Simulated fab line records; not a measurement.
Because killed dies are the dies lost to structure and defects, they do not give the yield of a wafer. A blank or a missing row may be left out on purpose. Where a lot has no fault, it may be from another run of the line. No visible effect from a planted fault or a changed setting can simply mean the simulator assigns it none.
Which tool was responsible?	flow n5-finfet	13 lots, 36 wafers sampled, at 1 step of a route of 1938

WHAT EACH GAUGE READ, for each wafer
N5_BEOL_M6_CD_MEAS_35: target cd 40 nm, target cd y 28 nm.
lot	measured	on	cd-nm (nm)
L908	day 8 14:08	cd-sem-01	39.5 39.0 38.9
L909	day 8 17:35	cd-sem-03	38.6 40.9 39.8
L910	day 8 17:59	cd-sem-01	40.0 41.7 40.2
L911	day 9 04:46	cd-sem-02	39.7 40.5 39.0
L914	day 10 04:53	cd-sem-02	41.0 39.8 40.0
L918	day 11 08:19	cd-sem-03	38.8 40.5
L919	day 11 10:18	cd-sem-01	39.4 41.4 39.1
L921	day 12 10:38	cd-sem-03	39.0 40.0 39.8
L926	day 13 14:57	cd-sem-03	39.8 41.1 39.5
L928	day 13 17:38	cd-sem-03	40.7 40.4 39.3
L929	day 13 18:01	cd-sem-01	39.1 39.9
L930	day 14 22:44	cd-sem-03	39.0 40.2
L931	day 15 10:09	cd-sem-02	40.4 39.4 40.5

EACH LOT AND THE TOOL THAT RAN IT (in order: tool; ch and the chambers of the sampled wafers; start)
There is no process step in the record ahead of these readings.

WHAT THE TOOLS THEMSELVES READ (means of the sampled wafers that have a number; where no wafer has one, the mark that the record gives instead)
The record holds no such reading with a usual standard deviation.

THE ANSWER, worked out from the rows above alone
Rule: usual is defined by the lots themselves. Put in order of their means at a reading, lots are off if they are a third of the lots or fewer, leave a main group of 4 or more, and stand apart from it by a gap of 3 or more times the standard deviation of the main group's means; of several such gaps the widest counts. Not used: any main group whose means are identical at the precision the tables above print for the reading. Also off: a lot with no number at a reading for which 4 or more lots have one. Any other lot the step has rows for is counted as sound. First the gauges in route order, then the tools' own readings, where a lot's mean is used as printed above. The first step at which some lot is off is used, and at that step the reading that is off furthest; a lot without a number counts as furthest.
No lot is off on any of the readings shown, so nothing can be concluded from this.

WHAT WAS PUT IN BY THE SIMULATOR
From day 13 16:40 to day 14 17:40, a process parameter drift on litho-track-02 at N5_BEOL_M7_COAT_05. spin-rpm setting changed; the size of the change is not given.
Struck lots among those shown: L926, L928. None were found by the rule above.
